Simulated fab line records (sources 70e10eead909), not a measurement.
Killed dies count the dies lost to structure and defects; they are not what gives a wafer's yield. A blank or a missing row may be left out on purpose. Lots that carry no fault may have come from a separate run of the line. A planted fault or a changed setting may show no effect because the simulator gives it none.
fab line records :: flow nand_harc :: part 2 of 2: steps 35 to 45 of 45
record:
  lots: 5
  wafers: 15
  last_day: 24
route steps=1159 shown A_ZERO_WELL@409 A_SOURCE_PLATE@413 A_ONON_D1@424 A_CHANNEL_HOLE_D1@450
lots with no fault: from the same line, run without faults
start_h: the number of hours between the record's first day and the start of the first shown wafer of the lot :: wait_h: hours elapsed since this lot's preceding step :: " identical to the entry in the row above :: L1.1+2: one row covering several wafers at once :: - no value, or no start given :: * or withheld: withheld :: < > ~ a bound
route shown NAME@n: NAME is a module with steps in the file, n the number in the route of the first one :: usual: the fault-free wafers' mean and standard deviation :: same: alike in all rows :: chamber/n: place in a boat :: sites: per-site readings :: _std_site: their standard deviation :: _edge_site: the outer-site mean with the inner-site mean subtracted :: radius_mm: how far each site lies from the wafer's centre :: mask NAME#n: copy n :: behind: the last tool/chamber to shape the wafer :: hold: cause of the lot's hold/its duration in hours/its outcome :: device: the transistor (n, p or np) that didn't switch :: end of line: the tests these same wafers got at the end of their route :: for a step that has no rows: nothing shown but its recipe :: killed: count of dies lost to structure and defects at first sort (not the wafer's yield) :: map: dies across one wafer; x = killed, . = not, _ = none there
set.NAME: setting as actually run; set.NAME@STEP: the setting as run at that earlier step :: model.NAME: the simulator's own value behind a step, which no gauge read
certain route steps with their lots: each step a table, each wafer a row
services: from which hour (start_h, from the record's first day; less than 0 if before it) a tool's chamber was out of use, for how many hours, and why
== steps ==
step: NHARC_A_ONON_D1_DEP_33
recipe:
  target_thk_a: 2000
  temp_c: 400
  pressure_torr: 6.5
  rf_w: 900
  teos_flow_sccm: 161.4
  flow_sccm: 2650
  target_thk_nm: 200
  gas: O2
  material: SiO2
usual:
  chamber_pressure_Torr: 6.498/0.014
  heater_power_w: 562/83
  throttle_valve_pct: 16.1/0.38
lot.wafer: L075.1
tool: pecvd-04
chamber: 1
start_h: 181.36
wait_h: 0.1
chamber_pressure_Torr: 6.505
heater_power_w: 551
throttle_valve_pct: 15.9

lot.wafer: L075.4
tool: pecvd-04
chamber: 2
start_h: 181.36
wait_h: 0.1
chamber_pressure_Torr: 6.488
heater_power_w: 596
throttle_valve_pct: 16.4

lot.wafer: L075.6
tool: pecvd-04
chamber: 0
start_h: 181.36
wait_h: 0.1
chamber_pressure_Torr: 6.481
heater_power_w: 509
throttle_valve_pct: 16.2

lot.wafer: L079.1
tool: pecvd-02
chamber: 0
start_h: 197.83
wait_h: 0.1
chamber_pressure_Torr: 6.506
heater_power_w: 497
throttle_valve_pct: 16.1

lot.wafer: L079.3
tool: pecvd-02
chamber: 1
start_h: 197.83
wait_h: 0.1
chamber_pressure_Torr: 6.502
heater_power_w: 509
throttle_valve_pct: 16.6

lot.wafer: L079.4
tool: pecvd-02
chamber: 1
start_h: 197.83
wait_h: 0.1
chamber_pressure_Torr: 6.499
heater_power_w: 531
throttle_valve_pct: 16.5

lot.wafer: L087.1
tool: pecvd-02
chamber: 1
start_h: 245.37
wait_h: 0.1
chamber_pressure_Torr: 6.496
heater_power_w: 490
throttle_valve_pct: 16.5

lot.wafer: L087.2
tool: pecvd-02
chamber: 2
start_h: 245.37
wait_h: 0.1
chamber_pressure_Torr: 6.519
heater_power_w: 550
throttle_valve_pct: 16.2

lot.wafer: L087.4
tool: pecvd-02
chamber: 2
start_h: 245.37
wait_h: 0.1
chamber_pressure_Torr: 6.515
heater_power_w: 576
throttle_valve_pct: 16.0

lot.wafer: L090.2
tool: pecvd-02
chamber: 2
start_h: 274.83
wait_h: 0.1
chamber_pressure_Torr: 6.479
heater_power_w: 653
throttle_valve_pct: 15.8

lot.wafer: L090.3
tool: pecvd-02
chamber: 0
start_h: 274.83
wait_h: 0.1
chamber_pressure_Torr: 6.511
heater_power_w: 534
throttle_valve_pct: 16.1

lot.wafer: L090.6
tool: pecvd-02
chamber: 1
start_h: 274.83
wait_h: 0.1
chamber_pressure_Torr: 6.528
heater_power_w: 426
throttle_valve_pct: 16.7

lot.wafer: L095.1
tool: pecvd-02
chamber: 2
start_h: 297.97
wait_h: 0.1
chamber_pressure_Torr: 6.506
heater_power_w: 594
throttle_valve_pct: 16.0

lot.wafer: L095.2
tool: pecvd-02
chamber: 0
start_h: 297.97
wait_h: 0.1
chamber_pressure_Torr: 6.493
heater_power_w: 564
throttle_valve_pct: 16.0

lot.wafer: L095.4
tool: pecvd-02
chamber: 1
start_h: 297.97
wait_h: 0.1
chamber_pressure_Torr: 6.528
heater_power_w: 545
throttle_valve_pct: 16.7
step: NHARC_A_ONON_D1_THK_MEAS_34
recipe:
  thk_meas_gauge: ellipsometry
usual:
  thk_nm: 200/3.1
lot.wafer: L075.1
tool: film_metro-02
chamber: -
start_h: 181.68
wait_h: -
thk_nm: 199

lot.wafer: L075.4
tool: film_metro-02
chamber: -
start_h: 181.68
wait_h: -
thk_nm: 204

lot.wafer: L075.6
tool: film_metro-02
chamber: -
start_h: 181.68
wait_h: -
thk_nm: 202

lot.wafer: L079.1
tool: film_metro-02
chamber: -
start_h: 198.20
wait_h: -
thk_nm: 201

lot.wafer: L079.3
tool: film_metro-02
chamber: -
start_h: 198.20
wait_h: -
thk_nm: 201

lot.wafer: L079.4
tool: film_metro-02
chamber: -
start_h: 198.20
wait_h: -
thk_nm: 205

lot.wafer: L087.1
tool: film_metro-01
chamber: -
start_h: 245.78
wait_h: -
thk_nm: 200

lot.wafer: L087.2
tool: film_metro-01
chamber: -
start_h: 245.78
wait_h: -
thk_nm: 201

lot.wafer: L087.4
tool: film_metro-01
chamber: -
start_h: 245.78
wait_h: -
thk_nm: 203

lot.wafer: L090.2
tool: film_metro-02
chamber: -
start_h: 275.24
wait_h: -
thk_nm: 201

lot.wafer: L090.3
tool: film_metro-02
chamber: -
start_h: 275.24
wait_h: -
thk_nm: 200

lot.wafer: L090.6
tool: film_metro-02
chamber: -
start_h: 275.24
wait_h: -
thk_nm: 205

lot.wafer: L095.1
tool: film_metro-02
chamber: -
start_h: 298.38
wait_h: -
thk_nm: 196

lot.wafer: L095.2
tool: film_metro-02
chamber: -
start_h: 298.38
wait_h: -
thk_nm: 195

lot.wafer: L095.4
tool: film_metro-02
chamber: -
start_h: 298.38
wait_h: -
thk_nm: 199
step: NHARC_A_ONON_D1_INSPECT_32
usual:
  raw_defect_count: 75/33
lot.wafer: L075.1
tool: defect_inspect-02
chamber: -
start_h: 181.75
wait_h: 0.0
raw_defect_count: 37

lot.wafer: L075.4
tool: defect_inspect-02
chamber: -
start_h: 181.75
wait_h: 0.0
raw_defect_count: 58

lot.wafer: L075.6
tool: defect_inspect-02
chamber: -
start_h: 181.75
wait_h: 0.0
raw_defect_count: 57

lot.wafer: L079.1
tool: defect_inspect-02
chamber: -
start_h: 198.26
wait_h: 0.0
raw_defect_count: 80

lot.wafer: L079.3
tool: defect_inspect-02
chamber: -
start_h: 198.26
wait_h: 0.0
raw_defect_count: 77

lot.wafer: L079.4
tool: defect_inspect-02
chamber: -
start_h: 198.26
wait_h: 0.0
raw_defect_count: 76

lot.wafer: L087.1
tool: defect_inspect-02
chamber: -
start_h: 245.86
wait_h: 0.0
raw_defect_count: 68

lot.wafer: L087.2
tool: defect_inspect-02
chamber: -
start_h: 245.86
wait_h: 0.0
raw_defect_count: 91

lot.wafer: L087.4
tool: defect_inspect-02
chamber: -
start_h: 245.86
wait_h: 0.0
raw_defect_count: 68

lot.wafer: L090.2
tool: defect_inspect-02
chamber: -
start_h: 275.31
wait_h: 0.0
raw_defect_count: 81

lot.wafer: L090.3
tool: defect_inspect-02
chamber: -
start_h: 275.31
wait_h: 0.0
raw_defect_count: 63

lot.wafer: L090.6
tool: defect_inspect-02
chamber: -
start_h: 275.31
wait_h: 0.0
raw_defect_count: 69

lot.wafer: L095.1
tool: defect_inspect-01
chamber: -
start_h: 298.45
wait_h: 0.0
raw_defect_count: 41

lot.wafer: L095.2
tool: defect_inspect-01
chamber: -
start_h: 298.45
wait_h: 0.0
raw_defect_count: 68

lot.wafer: L095.4
tool: defect_inspect-01
chamber: -
start_h: 298.45
wait_h: 0.0
raw_defect_count: 92
step: NHARC_A_CHANNEL_HOLE_D1_DEP_00
recipe:
  target_thk_a: 31000
  temp_c: 400
  material: aC
usual:
  throttle_valve_pct: 35.000/0.0086
lot.wafer: L075.1
tool: acl_dep-03
chamber: 0
start_h: 181.81
wait_h: 0.1
throttle_valve_pct: 35.008

lot.wafer: L075.4
tool: acl_dep-03
chamber: 0
start_h: 181.81
wait_h: 0.1
throttle_valve_pct: 35.012

lot.wafer: L075.6
tool: acl_dep-03
chamber: 0
start_h: 181.81
wait_h: 0.1
throttle_valve_pct: 34.999

lot.wafer: L079.1
tool: acl_dep-02
chamber: 0
start_h: 198.33
wait_h: 0.1
throttle_valve_pct: 34.979

lot.wafer: L079.3
tool: acl_dep-02
chamber: 0
start_h: 198.33
wait_h: 0.1
throttle_valve_pct: 35.006

lot.wafer: L079.4
tool: acl_dep-02
chamber: 0
start_h: 198.33
wait_h: 0.1
throttle_valve_pct: 34.996

lot.wafer: L087.1
tool: acl_dep-01
chamber: 0
start_h: 245.93
wait_h: 0.1
throttle_valve_pct: 34.990

lot.wafer: L087.2
tool: acl_dep-01
chamber: 0
start_h: 245.93
wait_h: 0.1
throttle_valve_pct: 35.003

lot.wafer: L087.4
tool: acl_dep-01
chamber: 0
start_h: 245.93
wait_h: 0.1
throttle_valve_pct: 35.010

lot.wafer: L090.2
tool: acl_dep-03
chamber: 0
start_h: 277.27
wait_h: 2.0
throttle_valve_pct: 35.007

lot.wafer: L090.3
tool: acl_dep-03
chamber: 0
start_h: 277.27
wait_h: 2.0
throttle_valve_pct: 35.007

lot.wafer: L090.6
tool: acl_dep-03
chamber: 0
start_h: 277.27
wait_h: 2.0
throttle_valve_pct: 34.998

lot.wafer: L095.1
tool: acl_dep-02
chamber: 0
start_h: 299.43
wait_h: 1.0
throttle_valve_pct: 34.997

lot.wafer: L095.2
tool: acl_dep-02
chamber: 0
start_h: 299.43
wait_h: 1.0
throttle_valve_pct: 35.007

lot.wafer: L095.4
tool: acl_dep-02
chamber: 0
start_h: 299.43
wait_h: 1.0
throttle_valve_pct: 35.008
step: NHARC_A_CHANNEL_HOLE_D1_DEP_01
recipe:
  target_thk_a: 1400
  target_thk_nm: 140
  temp_c: 400
  pressure_torr: 3.5
  flow_sccm: 200
  rf_w: 350
  material: SiON
usual:
  chamber_pressure_Torr: 3.500/0.008
  heater_power_w: 762/74
lot.wafer: L075.1
tool: pecvd-02
chamber: 0
start_h: 183.79
wait_h: 1.7
chamber_pressure_Torr: 3.497
heater_power_w: 699

lot.wafer: L075.6
tool: pecvd-02
chamber: 2
start_h: 183.79
wait_h: 1.7
chamber_pressure_Torr: 3.501
heater_power_w: 783

lot.wafer: L075.4
tool: pecvd-02
chamber: 0
start_h: 183.79
wait_h: 1.7
chamber_pressure_Torr: 3.495
heater_power_w: 703

lot.wafer: L079.1
tool: pecvd-03
chamber: 0
start_h: 200.27
wait_h: 1.6
chamber_pressure_Torr: 3.515
heater_power_w: 799

lot.wafer: L079.3
tool: pecvd-03
chamber: 1
start_h: 200.27
wait_h: 1.6
chamber_pressure_Torr: 3.494
heater_power_w: 818

lot.wafer: L079.4
tool: pecvd-03
chamber: 1
start_h: 200.27
wait_h: 1.6
chamber_pressure_Torr: 3.492
heater_power_w: 795

lot.wafer: L087.2
tool: pecvd-03
chamber: 1
start_h: 247.84
wait_h: 1.3
chamber_pressure_Torr: 3.498
heater_power_w: 859

lot.wafer: L087.1
tool: pecvd-03
chamber: 0
start_h: 247.84
wait_h: 1.3
chamber_pressure_Torr: 3.497
heater_power_w: 685

lot.wafer: L087.4
tool: pecvd-03
chamber: 1
start_h: 247.84
wait_h: 1.3
chamber_pressure_Torr: 3.502
heater_power_w: 831

lot.wafer: L090.3
tool: pecvd-02
chamber: 2
start_h: 278.91
wait_h: 1.0
chamber_pressure_Torr: 3.516
heater_power_w: 750

lot.wafer: L090.2
tool: pecvd-02
chamber: 0
start_h: 278.91
wait_h: 1.0
chamber_pressure_Torr: 3.496
heater_power_w: 687

lot.wafer: L090.6
tool: pecvd-02
chamber: 0
start_h: 278.91
wait_h: 1.0
chamber_pressure_Torr: 3.496
heater_power_w: 693

lot.wafer: L095.1
tool: pecvd-02
chamber: 0
start_h: 301.36
wait_h: 1.6
chamber_pressure_Torr: 3.517
heater_power_w: 766

lot.wafer: L095.2
tool: pecvd-02
chamber: 2
start_h: 301.36
wait_h: 1.6
chamber_pressure_Torr: 3.505
heater_power_w: 890

lot.wafer: L095.4
tool: pecvd-02
chamber: 0
start_h: 301.36
wait_h: 1.6
chamber_pressure_Torr: 3.494
heater_power_w: 777
step: NHARC_A_CHANNEL_HOLE_D1_DEHYDRATE_02
recipe:
  temp_c: 150
  time_s: 120
usual:
  resist_line_temp_C: 23.00/0.11
lot.wafer: L075.1
tool: litho_track-06
chamber: 0
start_h: 184.00
wait_h: 0.2
resist_line_temp_C: 23.15

lot.wafer: L075.4
tool: litho_track-06
chamber: 0
start_h: 184.00
wait_h: 0.2
resist_line_temp_C: 22.94

lot.wafer: L075.6
tool: litho_track-06
chamber: 0
start_h: 184.00
wait_h: 0.2
resist_line_temp_C: 22.96

lot.wafer: L079.1
tool: litho_track-06
chamber: 0
start_h: 200.54
wait_h: 0.2
resist_line_temp_C: 23.02

lot.wafer: L079.3
tool: litho_track-06
chamber: 0
start_h: 200.54
wait_h: 0.2
resist_line_temp_C: 23.04

lot.wafer: L079.4
tool: litho_track-06
chamber: 0
start_h: 200.54
wait_h: 0.2
resist_line_temp_C: 23.18

lot.wafer: L087.1
tool: litho_track-01
chamber: 0
start_h: 248.11
wait_h: 0.2
resist_line_temp_C: 22.93

lot.wafer: L087.2
tool: litho_track-01
chamber: 0
start_h: 248.11
wait_h: 0.2
resist_line_temp_C: 22.83

lot.wafer: L087.4
tool: litho_track-01
chamber: 0
start_h: 248.11
wait_h: 0.2
resist_line_temp_C: 23.08

lot.wafer: L090.2
tool: litho_track-06
chamber: 0
start_h: 279.15
wait_h: 0.2
resist_line_temp_C: 22.90

lot.wafer: L090.3
tool: litho_track-06
chamber: 0
start_h: 279.15
wait_h: 0.2
resist_line_temp_C: 22.89

lot.wafer: L090.6
tool: litho_track-06
chamber: 0
start_h: 279.15
wait_h: 0.2
resist_line_temp_C: 22.88

lot.wafer: L095.1
tool: litho_track-04
chamber: 0
start_h: 301.63
wait_h: 0.2
resist_line_temp_C: 22.88

lot.wafer: L095.2
tool: litho_track-04
chamber: 0
start_h: 301.63
wait_h: 0.2
resist_line_temp_C: 22.77

lot.wafer: L095.4
tool: litho_track-04
chamber: 0
start_h: 301.63
wait_h: 0.2
resist_line_temp_C: 22.96
step: NHARC_A_CHANNEL_HOLE_D1_HMDS_03
recipe:
  time_s: 30
usual:
  resist_line_temp_C: 22.99/0.11
lot.wafer: L075.1
tool: litho_track-06
chamber: 0
start_h: -
wait_h: -
resist_line_temp_C: 22.88

lot.wafer: L075.4
tool: litho_track-06
chamber: 0
start_h: -
wait_h: -
resist_line_temp_C: 22.82

lot.wafer: L075.6
tool: litho_track-06
chamber: 0
start_h: -
wait_h: -
resist_line_temp_C: 22.88

lot.wafer: L079.1
tool: litho_track-06
chamber: 0
start_h: -
wait_h: -
resist_line_temp_C: 23.03

lot.wafer: L079.3
tool: litho_track-06
chamber: 0
start_h: -
wait_h: -
resist_line_temp_C: 23.01

lot.wafer: L079.4
tool: litho_track-06
chamber: 0
start_h: -
wait_h: -
resist_line_temp_C: 23.03

lot.wafer: L087.1
tool: litho_track-01
chamber: 0
start_h: -
wait_h: -
resist_line_temp_C: 22.89

lot.wafer: L087.2
tool: litho_track-01
chamber: 0
start_h: -
wait_h: -
resist_line_temp_C: 22.84

lot.wafer: L087.4
tool: litho_track-01
chamber: 0
start_h: -
wait_h: -
resist_line_temp_C: 22.89

lot.wafer: L090.2
tool: litho_track-06
chamber: 0
start_h: -
wait_h: -
resist_line_temp_C: 23.08

lot.wafer: L090.3
tool: litho_track-06
chamber: 0
start_h: -
wait_h: -
resist_line_temp_C: 22.78

lot.wafer: L090.6
tool: litho_track-06
chamber: 0
start_h: -
wait_h: -
resist_line_temp_C: 22.95

lot.wafer: L095.1
tool: litho_track-04
chamber: 0
start_h: -
wait_h: -
resist_line_temp_C: 23.11

lot.wafer: L095.2
tool: litho_track-04
chamber: 0
start_h: -
wait_h: -
resist_line_temp_C: 23.16

lot.wafer: L095.4
tool: litho_track-04
chamber: 0
start_h: -
wait_h: -
resist_line_temp_C: 22.96
step: NHARC_A_CHANNEL_HOLE_D1_COAT_36
recipe:
  temp_c: 260
  time_s: 75
usual:
  resist_line_temp_C: 23.00/0.1
lot.wafer: L075.1
tool: litho_track-06
chamber: 0
start_h: -
wait_h: -
resist_line_temp_C: 23.08

lot.wafer: L075.4
tool: litho_track-06
chamber: 0
start_h: -
wait_h: -
resist_line_temp_C: 23.06

lot.wafer: L075.6
tool: litho_track-06
chamber: 0
start_h: -
wait_h: -
resist_line_temp_C: 23.05

lot.wafer: L079.1
tool: litho_track-06
chamber: 0
start_h: -
wait_h: -
resist_line_temp_C: 23.14

lot.wafer: L079.3
tool: litho_track-06
chamber: 0
start_h: -
wait_h: -
resist_line_temp_C: 22.86

lot.wafer: L079.4
tool: litho_track-06
chamber: 0
start_h: -
wait_h: -
resist_line_temp_C: 22.96

lot.wafer: L087.1
tool: litho_track-01
chamber: 0
start_h: -
wait_h: -
resist_line_temp_C: 23.12

lot.wafer: L087.2
tool: litho_track-01
chamber: 0
start_h: -
wait_h: -
resist_line_temp_C: 22.85

lot.wafer: L087.4
tool: litho_track-01
chamber: 0
start_h: -
wait_h: -
resist_line_temp_C: 22.90

lot.wafer: L090.2
tool: litho_track-06
chamber: 0
start_h: -
wait_h: -
resist_line_temp_C: 22.80

lot.wafer: L090.3
tool: litho_track-06
chamber: 0
start_h: -
wait_h: -
resist_line_temp_C: 22.91

lot.wafer: L090.6
tool: litho_track-06
chamber: 0
start_h: -
wait_h: -
resist_line_temp_C: 22.89

lot.wafer: L095.1
tool: litho_track-04
chamber: 0
start_h: -
wait_h: -
resist_line_temp_C: 23.06

lot.wafer: L095.2
tool: litho_track-04
chamber: 0
start_h: -
wait_h: -
resist_line_temp_C: 23.07

lot.wafer: L095.4
tool: litho_track-04
chamber: 0
start_h: -
wait_h: -
resist_line_temp_C: 22.99
step: NHARC_A_CHANNEL_HOLE_D1_COAT_37
recipe:
  temp_c: 225
  time_s: 65
usual:
  resist_line_temp_C: 22.98/0.11
lot.wafer: L075.1
tool: litho_track-06
chamber: 0
start_h: -
wait_h: -
resist_line_temp_C: 23.17

lot.wafer: L075.4
tool: litho_track-06
chamber: 0
start_h: -
wait_h: -
resist_line_temp_C: 22.88

lot.wafer: L075.6
tool: litho_track-06
chamber: 0
start_h: -
wait_h: -
resist_line_temp_C: 22.93

lot.wafer: L079.1
tool: litho_track-06
chamber: 0
start_h: -
wait_h: -
resist_line_temp_C: 23.04

lot.wafer: L079.3
tool: litho_track-06
chamber: 0
start_h: -
wait_h: -
resist_line_temp_C: 23.02

lot.wafer: L079.4
tool: litho_track-06
chamber: 0
start_h: -
wait_h: -
resist_line_temp_C: 23.03

lot.wafer: L087.1
tool: litho_track-01
chamber: 0
start_h: -
wait_h: -
resist_line_temp_C: 23.22

lot.wafer: L087.2
tool: litho_track-01
chamber: 0
start_h: -
wait_h: -
resist_line_temp_C: 23.28

lot.wafer: L087.4
tool: litho_track-01
chamber: 0
start_h: -
wait_h: -
resist_line_temp_C: 23.19

lot.wafer: L090.2
tool: litho_track-06
chamber: 0
start_h: -
wait_h: -
resist_line_temp_C: 22.84

lot.wafer: L090.3
tool: litho_track-06
chamber: 0
start_h: -
wait_h: -
resist_line_temp_C: 23.05

lot.wafer: L090.6
tool: litho_track-06
chamber: 0
start_h: -
wait_h: -
resist_line_temp_C: 22.83

lot.wafer: L095.1
tool: litho_track-04
chamber: 0
start_h: -
wait_h: -
resist_line_temp_C: 22.93

lot.wafer: L095.2
tool: litho_track-04
chamber: 0
start_h: -
wait_h: -
resist_line_temp_C: 22.86

lot.wafer: L095.4
tool: litho_track-04
chamber: 0
start_h: -
wait_h: -
resist_line_temp_C: 22.93
step: NHARC_A_CHANNEL_HOLE_D1_COAT_04
recipe:
  spin_rpm: 1500
  resist_thk_nm: 90
usual:
  resist_line_temp_C: 22.99/0.11
lot.wafer: L075.1
tool: litho_track-06
chamber: 0
start_h: -
wait_h: -
resist_line_temp_C: 22.86

lot.wafer: L075.4
tool: litho_track-06
chamber: 0
start_h: -
wait_h: -
resist_line_temp_C: 22.95

lot.wafer: L075.6
tool: litho_track-06
chamber: 0
start_h: -
wait_h: -
resist_line_temp_C: 23.06

lot.wafer: L079.1
tool: litho_track-06
chamber: 0
start_h: -
wait_h: -
resist_line_temp_C: 23.03

lot.wafer: L079.3
tool: litho_track-06
chamber: 0
start_h: -
wait_h: -
resist_line_temp_C: 22.96

lot.wafer: L079.4
tool: litho_track-06
chamber: 0
start_h: -
wait_h: -
resist_line_temp_C: 22.99

lot.wafer: L087.1
tool: litho_track-01
chamber: 0
start_h: -
wait_h: -
resist_line_temp_C: 22.95

lot.wafer: L087.2
tool: litho_track-01
chamber: 0
start_h: -
wait_h: -
resist_line_temp_C: 22.96

lot.wafer: L087.4
tool: litho_track-01
chamber: 0
start_h: -
wait_h: -
resist_line_temp_C: 22.97

lot.wafer: L090.2
tool: litho_track-06
chamber: 0
start_h: -
wait_h: -
resist_line_temp_C: 22.84

lot.wafer: L090.3
tool: litho_track-06
chamber: 0
start_h: -
wait_h: -
resist_line_temp_C: 22.95

lot.wafer: L090.6
tool: litho_track-06
chamber: 0
start_h: -
wait_h: -
resist_line_temp_C: 23.05

lot.wafer: L095.1
tool: litho_track-04
chamber: 0
start_h: -
wait_h: -
resist_line_temp_C: 22.99

lot.wafer: L095.2
tool: litho_track-04
chamber: 0
start_h: -
wait_h: -
resist_line_temp_C: 23.03

lot.wafer: L095.4
tool: litho_track-04
chamber: 0
start_h: -
wait_h: -
resist_line_temp_C: 23.11
step: NHARC_A_CHANNEL_HOLE_D1_SOFTBAKE_05
recipe:
  temp_c: 105
  time_s: 55
usual:
  resist_line_temp_C: 22.99/0.11
lot.wafer: L075.1
tool: litho_track-06
chamber: 0
start_h: -
wait_h: -
resist_line_temp_C: 23.03

lot.wafer: L075.4
tool: litho_track-06
chamber: 0
start_h: -
wait_h: -
resist_line_temp_C: 22.87

lot.wafer: L075.6
tool: litho_track-06
chamber: 0
start_h: -
wait_h: -
resist_line_temp_C: 23.10

lot.wafer: L079.1
tool: litho_track-06
chamber: 0
start_h: -
wait_h: -
resist_line_temp_C: 22.96

lot.wafer: L079.3
tool: litho_track-06
chamber: 0
start_h: -
wait_h: -
resist_line_temp_C: 23.17

lot.wafer: L079.4
tool: litho_track-06
chamber: 0
start_h: -
wait_h: -
resist_line_temp_C: 23.23

lot.wafer: L087.1
tool: litho_track-01
chamber: 0
start_h: -
wait_h: -
resist_line_temp_C: 22.91

lot.wafer: L087.2
tool: litho_track-01
chamber: 0
start_h: -
wait_h: -
resist_line_temp_C: 22.78

lot.wafer: L087.4
tool: litho_track-01
chamber: 0
start_h: -
wait_h: -
resist_line_temp_C: 22.89

lot.wafer: L090.2
tool: litho_track-06
chamber: 0
start_h: -
wait_h: -
resist_line_temp_C: 22.91

lot.wafer: L090.3
tool: litho_track-06
chamber: 0
start_h: -
wait_h: -
resist_line_temp_C: 22.87

lot.wafer: L090.6
tool: litho_track-06
chamber: 0
start_h: -
wait_h: -
resist_line_temp_C: 22.94

lot.wafer: L095.1
tool: litho_track-04
chamber: 0
start_h: -
wait_h: -
resist_line_temp_C: 22.90

lot.wafer: L095.2
tool: litho_track-04
chamber: 0
start_h: -
wait_h: -
resist_line_temp_C: 22.95

lot.wafer: L095.4
tool: litho_track-04
chamber: 0
start_h: -
wait_h: -
resist_line_temp_C: 22.90
== services ==
tool: pecvd_onon-02
chamber: -
start_h: 124.44
hours: 6.3
kind: repair

tool: wet_bench-05
chamber: -
start_h: 127.95
hours: 0.8
kind: repair

tool: wet_bench-06
chamber: -
start_h: 129.60
hours: 8.0
kind: pm

tool: pvd_sputter-01
chamber: -
start_h: 131.36
hours: 2.0
kind: repair

tool: litho_track-04
chamber: -
start_h: 141.00
hours: 7.0
kind: pm

tool: pvd_sputter-01
chamber: -
start_h: 143.99
hours: 1.0
kind: repair

tool: wet_bench-03
chamber: -
start_h: 146.40
hours: 8.0
kind: pm

tool: furnace-08
chamber: -
start_h: 147.87
hours: 8.7
kind: repair

tool: pecvd-02
chamber: -
start_h: 153.00
hours: 13.0
kind: pm

tool: pecvd_onon-03
chamber: -
start_h: 153.20
hours: 13.0
kind: pm

tool: pvd_sputter-01
chamber: -
start_h: 158.07
hours: 10.0
kind: pm

tool: wet_bench-04
chamber: -
start_h: 163.20
hours: 8.0
kind: pm

tool: pecvd_onon-01
chamber: -
start_h: 163.94
hours: 0.7
kind: repair

tool: acl_dep-02
chamber: -
start_h: 167.35
hours: 13.0
kind: pm

tool: pecvd_onon-01
chamber: -
start_h: 195.05
hours: 13.0
kind: pm

tool: wet_bench-05
chamber: -
start_h: 196.82
hours: 8.0
kind: pm

tool: furnace-06
chamber: -
start_h: 198.00
hours: 26.0
kind: pm

tool: wet_bench-01
chamber: -
start_h: 213.60
hours: 8.0
kind: pm

tool: pvd_sputter-01
chamber: -
start_h: 217.98
hours: 2.5
kind: repair

tool: pecvd_onon-01
chamber: -
start_h: 247.07
hours: 1.1
kind: repair

tool: litho_track-01
chamber: -
start_h: 268.00
hours: 7.0
kind: pm

tool: litho_track-06
chamber: -
start_h: 292.00
hours: 7.0
kind: pm

tool: pecvd_onon-02
chamber: -
start_h: 292.23
hours: 13.0
kind: pm

tool: rtp_anneal-02
chamber: -
start_h: 300.00
hours: 12.0
kind: pm
